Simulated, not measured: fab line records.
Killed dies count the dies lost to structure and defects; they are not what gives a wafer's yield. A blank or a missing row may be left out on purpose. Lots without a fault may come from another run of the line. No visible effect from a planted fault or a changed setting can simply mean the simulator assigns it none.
A struck lot beside a sound one :: flow n5Finfet :: 13 steps out of a route of 1938
Sound: the wafers L667.1, L667.3, L667.5. Wafers struck: L653.1, L653.2, L653.6. The cause comes at the end.
At each step with rows: each side's tool, then ch and its chambers, then its first start. Under that, the readings that differ: sound wafers :: struck wafers :: difference of the means :: sigmas: that difference in standard deviations of wafers without a fault.
alike: same words and numbers on both sides, and readings whose means sit less than 2 such deviations apart. not compared: any withheld reading, any reading some wafer has no value for, any bound like >300 that may hide the same value, and any number with overlapping values for which the record gives no deviation.
The two part at a step that has a row with sigmas, a row that says differs or no value, or rows on one side only. Non-overlapping numbers with no deviation appear without sigmas and do not part them. A reading that every wafer of one side lacks parts them only if that side has two wafers or more.

first, 9 steps without rows for these wafers: N5_BEOL_M1_DEVELOP_27 (develop time 30 s); N5_BEOL_M1_DESCUM_33 (chemistry O2, time 7 s); N5_BEOL_M1_ETCH_77 (etches underlayer in N2/H2, target depth 6.5 nm, time 5.2 s); N5_BEOL_M1_ETCH_69 (etches SiARC in CF4, target depth 15.6 nm, time 26 s); N5_BEOL_M1_ALD_98 (deposits SiO2, target thk 2.5 nm, pulse time 1 s, co reactant pulse time 1 s); N5_BEOL_M1_ETCHBACK_99 (etches SiO2 in CHF3, target depth 5 nm, time 10.4 s); N5_BEOL_M1_ETCH_70 (etches SOC in N2/H2, target depth 80 nm, overetch 16 nm, time 120 s); N5_BEOL_M1_STRIP_71 (strips in N2/H2); N5_BEOL_M1_STRIP_78 (strips in N2/H2).
N5_BEOL_M1_VIA_ETCH_34: etches the open film in C4F6/O2, target depth 67.8 nm, time 64.4 s.
  sound on rieDiel-03 ch 0,1,2, day 11 12:17; struck on rieDiel-01 ch 0,1,2, day 8 02:55
  no value came back on the struck wafers for any of 8 readings (C4F6_flow_sccm (sccm), O2_flow_sccm (sccm) and others); on the sound wafers C4F6_flow_sccm (sccm) reads 10.00 9.93 10.03
reading: model.SOC_of_BEOL_M1_COAT_67.thkNm (nm)
sound: 52.2 51.8 52.4
struck: 60 59.6 60.2
difference: +8
sigmas: 

reading: model.SiARC_of_BEOL_M1_COAT_68.thkNm (nm)
sound: 0 0 0
struck: 6.4 6.4 6
difference: +6.3
sigmas: 
  not compared: rfHoursCounterH
then, 1 step without rows for these wafers: N5_BEOL_M1_STRIP_83 (strips in C4F6/O2).
N5_BEOL_M4_RC_MEAS_101:
  the record has rows for the sound wafers here (prober-02 ch 0, day 13 22:45) and none for the struck ones
-- the record jumps here: 6 days lie between the struck wafers' starts before and after (it left off in module BEOL_M4 and takes up again in module PASSIVATION, whose first step shown is number 1936 of the route) --
N5_PASSIVATION_PROBE_49:
  record: rows for the struck wafers here (prober-01, day 14 08:09), none for the sound ones

== WHERE THEY PART ==
Earliest at N5_BEOL_M1_VIA_ETCH_34; latest, in this record, at N5_PASSIVATION_PROBE_49.

WHY: whatever the simulator had introduced
Skipped step whole: rieDiel-01, from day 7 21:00 on, at N5_BEOL_M1_VIA_ETCH_34. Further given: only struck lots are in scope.
